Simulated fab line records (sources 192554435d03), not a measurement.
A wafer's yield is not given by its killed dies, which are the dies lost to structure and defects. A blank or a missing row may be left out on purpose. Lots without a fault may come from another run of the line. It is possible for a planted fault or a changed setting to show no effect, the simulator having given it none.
fab line records ; flow n5-finfet
record lots=5; wafers=15; last-day=17
route steps=1938 shown BEOL_M3@942 BEOL_M4@1111
lots with no fault: from the same line, run without faults
start-h: hours from the record's first day to the start of the lot's first wafer shown ; wait-h: time in hours since the lot's previous step ; " repeats the value in the row above ; L1.1+2: several wafers, shown together as one row ; - no value, or no start given ; * or withheld: withheld ; < > ~ a bound
route shown NAME@n: a module of which the file shows steps, and the number in the route of the first ; usual: mean/standard deviation taken from wafers without a fault ; same: alike in all rows ; chamber/n: place in a boat ; sites: readings site by site ; _std_site: how widely they spread, as a standard deviation ; _edge_site: outer sites' mean less inner sites' ; radius-mm: how far each site lies from the wafer's centre ; mask NAME#n: copy n ; behind: the most recent tool/chamber to have shaped the wafer ; hold: what put the lot on hold/how long, in hours/how the hold closed ; device: names the non-switching transistor (n, p or np) ; end of line: tests run on the same wafers once the route is complete ; a step given without rows: its recipe and nothing more ; killed: dies that structure and defects cost at the first sort, which is not the same as the wafer's yield ; map: a wafer's dies, x killed, . not, _ none there
set.NAME: the setting that was run; set.NAME@STEP: the one run at that earlier step ; model.NAME: the simulator's own value behind a step, which no gauge read
lots seen at some steps along the route; tables by step, rows by wafer
services: a tool's chamber out of use, with start hour (start-h, from the record's first day; less than 0 if before it), hours out, and reason
## steps
# step N5_BEOL_M3_PEB_09
# recipe peb-temp-c=100; peb-time-s=60; resist=CAR-EUV
# step N5_BEOL_M3_DEVELOP_10
# recipe develop-time-s=30; developer=TMAH; resist=CAR-EUV; rinse-liquid=surfactant-rinse; dry=air-spin; dev-temp-c=23
# step N5_BEOL_M3_CD_MEAS_11
# recipe target-cd-nm=17.05; landing-energy-ev=500; detector=se-inlens; polarity=opening
# usual cd-nm=17.12/0.24
lot.wafer;tool;chamber;start-h;wait-h;cd-nm
L451.1;cd-sem-03;0;158.84;-;17.33
L451.4;cd-sem-03;0;158.84;-;16.76
L451.5;cd-sem-03;0;158.84;-;17.24
L452.1;cd-sem-03;0;163.85;-;17.48
L452.4;cd-sem-03;0;163.85;-;17.00
L452.6;cd-sem-03;0;163.85;-;17.48
L453.2;cd-sem-03;0;170.34;-;17.48
L453.3;cd-sem-03;0;170.34;-;16.88
L453.5;cd-sem-03;0;170.34;-;17.50
L454.1;cd-sem-01;0;183.83;-;17.02
L454.4;cd-sem-01;0;183.83;-;16.81
L454.5;cd-sem-01;0;183.83;-;16.90
L470.3;cd-sem-03;0;276.52;-;16.90
L470.4;cd-sem-03;0;276.52;-;17.31
L470.6;cd-sem-03;0;276.52;-;17.40
# step N5_BEOL_M3_OVL_MEAS_12
# recipe points-per-wafer=522
# usual M3_OVL=0.1/0.66
lot.wafer;tool;chamber;start-h;wait-h;M3_OVL[nm]
L451.1;overlay-02;0;158.87;0.0;-0.3
L451.4;overlay-02;0;158.87;0.0;0.2
L451.5;overlay-02;0;158.87;0.0;-0.9
L452.1;overlay-01;0;163.88;0.0;-1.0
L452.4;overlay-01;0;163.88;0.0;0.3
L452.6;overlay-01;0;163.88;0.0;0.8
L453.2;overlay-02;0;170.38;0.0;-1.0
L453.3;overlay-02;0;170.38;0.0;-0.3
L453.5;overlay-02;0;170.38;0.0;-0.4
L454.1;overlay-02;0;183.86;0.0;-0.3
L454.4;overlay-02;0;183.86;0.0;-0.7
L454.5;overlay-02;0;183.86;0.0;-0.5
L470.3;overlay-02;0;276.56;0.0;0.7
L470.4;overlay-02;0;276.56;0.0;0.1
L470.6;overlay-02;0;276.56;0.0;0.4
# step N5_BEOL_M3_INSPECT_13
# recipe mode=adi; inspect-instrument=brightfield
# usual raw-defect-count=421/96
lot.wafer;tool;chamber;start-h;wait-h;raw-defect-count
L451.1;defect-inspect-02;-;158.92;0.1;343
L451.4;defect-inspect-02;-;158.92;0.1;323
L451.5;defect-inspect-02;-;158.92;0.1;330
L452.1;defect-inspect-02;-;163.94;0.1;462
L452.4;defect-inspect-02;-;163.94;0.1;293
L452.6;defect-inspect-02;-;163.94;0.1;306
L453.2;defect-inspect-02;-;170.43;0.0;456
L453.3;defect-inspect-02;-;170.43;0.0;461
L453.5;defect-inspect-02;-;170.43;0.0;436
L454.1;defect-inspect-02;-;183.92;0.1;327
L454.4;defect-inspect-02;-;183.92;0.1;434
L454.5;defect-inspect-02;-;183.92;0.1;332
L470.3;defect-inspect-01;-;276.61;0.0;242
L470.4;defect-inspect-01;-;276.61;0.0;389
L470.6;defect-inspect-01;-;276.61;0.0;457
# step N5_BEOL_M3_DESCUM_16
# recipe chemistry=O2; time-s=7; source-power-w=50; bias-power-w=20; pressure-mtorr=20; rf-frequency-hz=2.712e+07; temp-c=40; resist=CAR-EUV; o2-flow-sccm=225
# usual drypump-motor-current-A=5.7/0.35; oes-product-au=0.81/0.069; rf-vpp-V=243.3/1.3; showerhead-plenum-p-Torr=2.11/0.083; temp-c=39.99/0.14; throttle-valve-pct=20.42/0.24
# same time-s=7
lot.wafer;tool;chamber;start-h;wait-h;drypump-motor-current-A;oes-product-au;rf-hours-counter-h;rf-vpp-V;showerhead-plenum-p-Torr;temp-c;throttle-valve-pct
L451.1;rie-diel-04;2;159.25;0.3;5.4;0.82;88;241.5;2.02;40.00;20.46
L451.4;rie-diel-04;1;159.25;0.3;5.5;0.71;205;243.2;2.06;40.14;20.34
L451.5;rie-diel-04;2;159.25;0.3;5.3;0.83;-;241.3;2.02;39.96;20.47
L452.1;rie-diel-06;1;164.04;0.1;6.2;0.86;46;242.4;2.04;40.15;20.05
L452.4;rie-diel-06;3;164.04;0.1;5.6;0.76;155;243.3;2.18;40.16;20.36
L452.6;rie-diel-06;3;164.04;0.1;5.6;0.76;-;243.9;2.18;39.97;20.36
L453.2;rie-diel-04;0;170.86;0.4;5.6;0.93;11;242.4;2.06;39.63;20.17
L453.3;rie-diel-04;3;170.86;0.4;6.0;0.90;20;244.7;2.14;39.88;20.49
L453.5;rie-diel-04;1;170.86;0.4;5.5;0.72;-;242.7;2.06;40.01;20.35
L454.1;rie-diel-02;3;183.95;0.0;5.8;0.82;73;244.9;2.23;39.92;20.01
L454.4;rie-diel-02;0;183.95;0.0;5.1;0.76;157;243.5;2.20;39.88;20.83
L454.5;rie-diel-02;0;183.95;0.0;5.1;0.76;-;244.9;2.20;39.83;20.83
L470.3;rie-diel-06;1;277.14;0.5;6.2;0.81;81;241.5;2.03;39.92;20.10
L470.4;rie-diel-06;3;277.14;0.5;5.6;0.73;-;245.4;2.17;40.07;20.40
L470.6;rie-diel-06;1;277.14;0.5;6.2;0.81;-;242.7;2.03;39.94;20.11
# step N5_BEOL_M3_ETCH_74
# recipe chemistry=N2/H2; target=underlayer; target-depth-a=65; mask-material=CAR-EUV; time-s=5.2; ion-energy-ev=200; pressure-mtorr=30; source-w=840; bias-w=150; n2-flow-sccm=200; h2-flow-sccm=200; ends=cleared
# usual drypump-motor-current-A=5.7/0.35; etch-rf-on-time-s=5.20/0.13; oes-product-au=0.69/0.063; rf-vpp-V=524.1/2.7; showerhead-plenum-p-Torr=2.55/0.093; throttle-valve-pct=17.78/0.23
lot.wafer;tool;chamber;start-h;wait-h;drypump-motor-current-A;etch-rf-on-time-s;oes-product-au;rf-hours-counter-h;rf-vpp-V;showerhead-plenum-p-Torr;throttle-valve-pct
L451.1;rie-diel-04;2;159.29;0.0;5.4;5.07;0.70;88;520.7;2.45;17.94
L451.4;rie-diel-04;1;159.29;0.0;5.5;5.32;0.60;205;525.1;2.50;17.80
L451.5;rie-diel-04;2;159.29;0.0;5.4;5.12;0.71;-;520.0;2.45;17.92
L452.1;rie-diel-06;1;164.07;0.0;6.2;5.09;0.76;46;520.0;2.50;17.57
L452.4;rie-diel-06;3;164.07;0.0;5.6;5.28;0.65;155;527.1;2.64;17.76
L452.6;rie-diel-06;3;164.07;0.0;5.6;5.28;0.65;-;527.8;2.64;17.73
L453.2;rie-diel-04;0;170.89;0.0;5.7;5.20;0.80;11;523.5;2.50;17.47
L453.3;rie-diel-04;3;170.89;0.0;6.0;4.97;0.79;20;525.0;2.58;17.87
L453.5;rie-diel-04;1;170.89;0.0;5.6;5.26;0.60;-;522.8;2.50;17.82
L454.1;rie-diel-02;3;183.99;0.0;5.9;5.06;0.72;73;524.7;2.68;17.26
L454.4;rie-diel-02;0;183.99;0.0;5.1;4.95;0.66;157;528.2;2.65;18.03
L454.5;rie-diel-02;0;183.99;0.0;5.1;4.99;0.65;-;526.4;2.65;18.03
L470.3;rie-diel-06;1;277.18;0.0;6.2;5.13;0.70;81;521.7;2.48;17.61
L470.4;rie-diel-06;3;277.18;0.0;5.6;5.33;0.62;-;527.5;2.63;17.80
L470.6;rie-diel-06;1;277.18;0.0;6.2;5.15;0.71;-;521.3;2.48;17.63
# step N5_BEOL_M3_ETCH_63
# recipe chemistry=CF4; target=SiARC; target-depth-a=156; mask-material=CAR-EUV; time-s=26; ion-energy-ev=80; pressure-mtorr=40; source-w=545; bias-w=36; Ar_flow_sccm=100; cf4-flow-sccm=100; ends=cleared
# usual drypump-motor-current-A=5.7/0.35; etch-rf-on-time-s=26.0/0.56; oes-product-au=0.69/0.063; rf-vpp-V=184.2/1.2; showerhead-plenum-p-Torr=2.15/0.077; throttle-valve-pct=15.55/0.23
lot.wafer;tool;chamber;start-h;wait-h;drypump-motor-current-A;etch-rf-on-time-s;oes-product-au;rf-hours-counter-h;rf-vpp-V;showerhead-plenum-p-Torr;throttle-valve-pct
L451.1;rie-diel-04;2;159.31;0.0;5.3;25.8;0.71;88;184.1;2.07;15.64
L451.4;rie-diel-04;1;159.31;0.0;5.5;26.7;0.59;205;182.4;2.13;15.74
L451.5;rie-diel-04;2;159.31;0.0;5.3;25.6;0.71;-;182.9;2.07;15.64
L452.1;rie-diel-06;1;164.09;0.0;6.2;25.7;0.75;46;183.0;2.09;15.25
L452.4;rie-diel-06;3;164.09;0.0;5.6;26.1;0.66;155;185.3;2.21;15.48
L452.6;rie-diel-06;3;164.09;0.0;5.6;26.3;0.65;-;185.6;2.21;15.49
L453.2;rie-diel-04;0;170.91;0.0;5.6;26.0;0.80;11;183.3;2.09;15.22
L453.3;rie-diel-04;3;170.91;0.0;6.0;25.2;0.79;20;185.6;2.18;15.59
L453.5;rie-diel-04;1;170.91;0.0;5.5;26.3;0.59;-;183.0;2.13;15.74
L454.1;rie-diel-02;3;184.00;0.0;5.8;25.6;0.71;73;185.4;2.27;15.24
L454.4;rie-diel-02;0;184.00;0.0;5.1;25.4;0.65;157;184.4;2.24;15.88
L454.5;rie-diel-02;0;184.00;0.0;5.1;25.5;0.64;-;185.0;2.24;15.87
L470.3;rie-diel-06;1;277.19;0.0;6.2;25.8;0.70;81;183.1;2.08;15.33
L470.4;rie-diel-06;3;277.19;0.0;5.6;26.6;0.62;-;184.7;2.19;15.55
L470.6;rie-diel-06;1;277.19;0.0;6.2;25.6;0.71;-;183.2;2.08;15.34
# step N5_BEOL_M3_ETCH_64
# recipe chemistry=N2/H2; target=SOC; target-depth-a=750; overetch-a=150; mask-material=SiARC; temp-c=40; time-s=112.5; ion-energy-ev=200; pressure-mtorr=30; source-w=840; bias-w=150; n2-flow-sccm=200; h2-flow-sccm=200
# step N5_BEOL_M3_STRIP_65
# recipe chemistry=N2/H2; temp-c=40; n2-flow-sccm=200; h2-flow-sccm=200; rf-frequency-hz=6e+07
# step N5_BEOL_M3_STRIP_75
# recipe chemistry=N2/H2; temp-c=40; n2-flow-sccm=200; h2-flow-sccm=200; rf-frequency-hz=6e+07
# step N5_BEOL_M3_STRIP_66
# recipe chemistry=CF4; resist=SiARC; power-w=300; bias-power-w=75; pressure-mtorr=50; cf4-flow-sccm=150; rf-frequency-hz=6e+07
# usual drypump-motor-current-A=5.7/0.35; oes-product-au=0.80/0.067; rf-vpp-V=271.3/1.6; showerhead-plenum-p-Torr=1.80/0.063; throttle-valve-pct=13.53/0.23
lot.wafer;tool;chamber;start-h;wait-h;drypump-motor-current-A;oes-product-au;rf-hours-counter-h;rf-vpp-V;showerhead-plenum-p-Torr;throttle-valve-pct
L451.1;rie-diel-04;2;159.46;0.0;5.4;0.82;88;268.8;1.74;13.61
L451.4;rie-diel-04;1;159.46;0.0;5.6;0.70;205;270.1;1.79;13.75
L451.5;rie-diel-04;2;159.46;0.0;5.4;0.82;-;270.2;1.74;13.62
L452.1;rie-diel-06;1;164.25;0.0;6.2;0.85;46;272.5;1.75;13.22
L452.4;rie-diel-06;3;164.25;0.0;5.6;0.76;155;271.8;1.85;13.49
L452.6;rie-diel-06;3;164.25;0.0;5.6;0.76;-;271.6;1.85;13.49
L453.2;rie-diel-04;0;171.06;0.0;5.7;0.93;11;271.5;1.76;13.19
L453.3;rie-diel-04;3;171.06;0.0;6.0;0.89;20;270.1;1.83;13.53
L453.5;rie-diel-04;1;171.06;0.0;5.5;0.70;-;271.0;1.79;13.76
L454.1;rie-diel-02;3;184.16;0.0;5.9;0.81;73;272.9;1.91;13.21
L454.4;rie-diel-02;0;184.16;0.0;5.1;0.74;157;274.1;1.87;13.81
L454.5;rie-diel-02;0;184.16;0.0;5.1;0.73;-;273.0;1.87;13.80
L470.3;rie-diel-06;1;277.35;0.0;6.2;0.82;81;269.5;1.74;13.31
L470.4;rie-diel-06;3;277.35;0.0;5.6;0.73;-;273.9;1.84;13.57
L470.6;rie-diel-06;1;277.35;0.0;6.2;0.82;-;271.3;1.74;13.30
# step N5_BEOL_M3_HM_OPEN_17
# recipe chemistry=Cl2/BCl3; target-depth-a=200; overetch-a=60; target=TiN; mask-material=SOC; ion-energy-ev=150; pressure-mtorr=10; icp-w=1000; bias-w=126; Cl2_flow_sccm=53.25; bcl3-flow-sccm=21.75; Ar_flow_sccm=25
# usual drypump-motor-current-A=5.9/0.42; oes-product-au=0.67/0.092; throttle-valve-pct=22.13/0.25
lot.wafer;tool;chamber;start-h;wait-h;drypump-motor-current-A;oes-product-au;rf-hours-counter-h;throttle-valve-pct;model.SOC_of_BEOL_M3_COAT_61.thk-nm
L451.1;rie-metal-03;1;159.50;0.0;5.8;0.77;8;21.69;52.2
L451.4;rie-metal-03;0;159.50;0.0;5.6;0.61;-;22.37;52.2
L451.5;rie-metal-03;1;159.50;0.0;5.9;0.77;-;21.68;52.2
L452.1;rie-metal-03;1;164.29;0.0;5.8;0.76;9;21.71;52.2
L452.4;rie-metal-03;0;164.29;0.0;5.6;0.60;-;22.41;52
L452.6;rie-metal-03;1;164.29;0.0;5.9;0.76;-;21.70;52.2
L453.2;rie-metal-03;1;171.10;0.0;5.8;0.75;9;21.71;49.8
L453.3;rie-metal-03;1;171.10;0.0;5.9;0.76;-;21.70;49.6
L453.5;rie-metal-03;1;171.10;0.0;5.9;0.75;-;21.71;52.2
L454.1;rie-metal-02;0;184.20;0.0;6.0;0.66;42;22.12;52.4
L454.4;rie-metal-02;0;184.20;0.0;6.0;0.66;-;22.14;52.2
L454.5;rie-metal-02;1;184.20;0.0;5.1;0.50;-;22.40;52
L470.3;rie-metal-03;1;277.42;0.1;5.9;0.75;-;21.70;52.2
L470.4;rie-metal-03;0;277.42;0.1;5.6;0.59;-;22.40;51.8
L470.6;rie-metal-03;0;277.42;0.1;5.6;0.58;-;22.39;52.2
# step N5_BEOL_M3_STRIP_19
# recipe chemistry=O2; power-w=400; temp-c=40; pressure-mtorr=30; rf-frequency-hz=6e+07; bias-power-w=0; overash-fraction=0.2; o2-flow-sccm=225
# usual drypump-motor-current-A=5.8/0.38; oes-product-au=0.80/0.066; rf-vpp-V=3.7/0.47; showerhead-plenum-p-Torr=2.12/0.088; temp-c=40.01/0.12; throttle-valve-pct=16.65/0.25
lot.wafer;tool;chamber;start-h;wait-h;drypump-motor-current-A;oes-product-au;rf-hours-counter-h;rf-vpp-V;showerhead-plenum-p-Torr;temp-c;throttle-valve-pct
L451.1;rie-diel-02;2;159.62;0.1;6.5;0.81;74;4.0;2.04;40.09;16.99
L451.4;rie-diel-02;0;159.62;0.1;5.1;0.76;151;3.4;2.21;39.81;16.98
L451.5;rie-diel-02;2;159.62;0.1;6.5;0.80;-;3.3;2.04;39.92;17.01
L452.1;rie-diel-04;1;164.44;0.1;5.5;0.71;207;4.9;2.06;40.01;16.65
L452.4;rie-diel-04;3;164.44;0.1;6.0;0.90;19;3.8;2.14;39.83;16.67
L452.6;rie-diel-04;1;164.44;0.1;5.5;0.71;-;3.6;2.06;39.82;16.65
L453.2;rie-diel-02;1;171.21;0.1;5.7;0.91;41;4.1;2.25;39.94;16.47
L453.3;rie-diel-02;3;171.21;0.1;5.9;0.84;70;4.0;2.23;40.23;16.25
L453.5;rie-diel-02;2;171.21;0.1;6.5;0.81;-;4.0;2.04;39.91;17.02
L454.1;rie-diel-04;0;184.31;0.1;5.6;0.92;15;4.2;2.07;40.04;16.40
L454.4;rie-diel-04;2;184.31;0.1;5.3;0.82;94;3.8;2.02;40.01;16.73
L454.5;rie-diel-04;2;184.31;0.1;5.4;0.82;-;3.4;2.02;39.96;16.72
L470.3;rie-diel-06;1;277.63;0.2;6.2;0.81;81;3.5;2.03;40.01;16.38
L470.4;rie-diel-06;3;277.63;0.2;5.6;0.72;-;3.1;2.17;39.97;16.71
L470.6;rie-diel-06;2;277.63;0.2;6.0;0.79;-;4.1;2.22;40.24;16.60
# step N5_BEOL_M4_RC_MEAS_101
# usual DIBL_N=37.1/1.9; DIBL_P=37.2/2.3; IOFF_N=0.18/0.04; IOFF_P=0.23/0.044; ION_N=682/11; ION_P=468/8.6; SS_N=71.9/0.68; SS_P=73.5/0.74; VT_N=248/3.4; VT_P=-248/3.4
lot.wafer;tool;chamber;start-h;wait-h;DIBL_N[mV/V];DIBL_P[mV/V];IOFF_N[nA/um];IOFF_P[nA/um];ION_N[uA/um];ION_P[uA/um];SS_N[mV/dec];SS_P[mV/dec];VT_N[mV];VT_P[mV]
L451.1;prober-02;0;187.81;0.0;35.0;33.4;0.14;0.22;674;466;71.5;73.0;250;-246
L451.4;prober-02;0;187.81;0.0;36.5;35.6;0.17;0.26;690;479;72.0;73.5;250;-245
L451.5;prober-02;0;187.81;0.0;35.3;34.0;0.15;0.23;680;475;71.0;72.9;249;-243
L452.1;prober-01;0;190.51;0.0;35.2;35.1;0.14;0.23;674;473;71.3;73.0;250;-245
L452.4;prober-01;0;190.51;0.0;36.2;35.9;0.16;0.23;667;469;71.5;73.4;251;-245
L452.6;prober-01;0;190.51;0.0;36.1;35.7;0.15;0.23;671;469;72.1;73.4;251;-246
L453.2;prober-01;0;193.14;0.2;36.8;34.4;0.15;0.21;666;461;71.4;73.7;250;-247
L453.3;prober-01;0;193.14;0.2;39.4;36.4;0.19;0.25;685;471;71.6;73.8;245;-246
L453.5;prober-01;0;193.14;0.2;40.3;38.6;0.23;0.28;693;474;71.6;74.3;243;-242
L454.1;prober-01;0;200.51;0.0;35.0;35.1;0.14;0.20;666;453;71.5;72.3;256;-250
L454.4;prober-01;0;200.51;0.0;36.8;36.6;0.17;0.23;677;464;72.4;73.8;251;-248
L454.5;prober-01;0;200.51;0.0;36.2;35.0;0.15;0.20;667;455;72.0;73.5;255;-249
L470.3;prober-01;0;295.12;0.3;34.1;35.1;0.15;0.22;681;469;71.5;73.1;248;-245
L470.4;prober-01;0;295.12;0.3;37.2;37.9;0.20;0.26;678;460;73.0;73.6;248;-246
L470.6;prober-01;0;295.12;0.3;35.9;37.0;0.18;0.25;687;474;71.4;73.4;249;-245
## services
tool;chamber;start-h;hours;kind
rie-diel-02;3;139.39;2.0;repair
rie-diel-04;3;146.43;9.5;repair
rie-diel-06;1;181.26;7.0;repair
rie-diel-06;2;187.71;4.6;repair
rie-metal-02;1;208.28;-;clean
rie-metal-02;1;208.28;27.7;scheduled-down
rie-metal-02;1;208.28;27.7;vent-cycle
rie-metal-02;-;220.54;1.9;repair
rie-diel-02;3;240.22;32.8;repair
rie-metal-03;1;241.17;12.5;repair
rie-metal-02;0;259.68;4.2;repair
## key
first-sign none at tools or gauges
model-effect step=N5_BEOL_M3_HM_OPEN_17; value=SOC_of_BEOL_M3_COAT_61.thk-nm; without=52.2; struck=49.7
met-at N5_BEOL_M3_HM_OPEN_17
struck-wafers L453.2,L453.3
onset-between 164.29 171.10
fault kind=process-parameter-drift; tool=rie-metal-03; chamber=-; onset-h=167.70; steps=N5_BEOL_M3_HM_OPEN_17; channel=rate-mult; offset=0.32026; shape=step; end-h=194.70; scope=struck-wafers-only
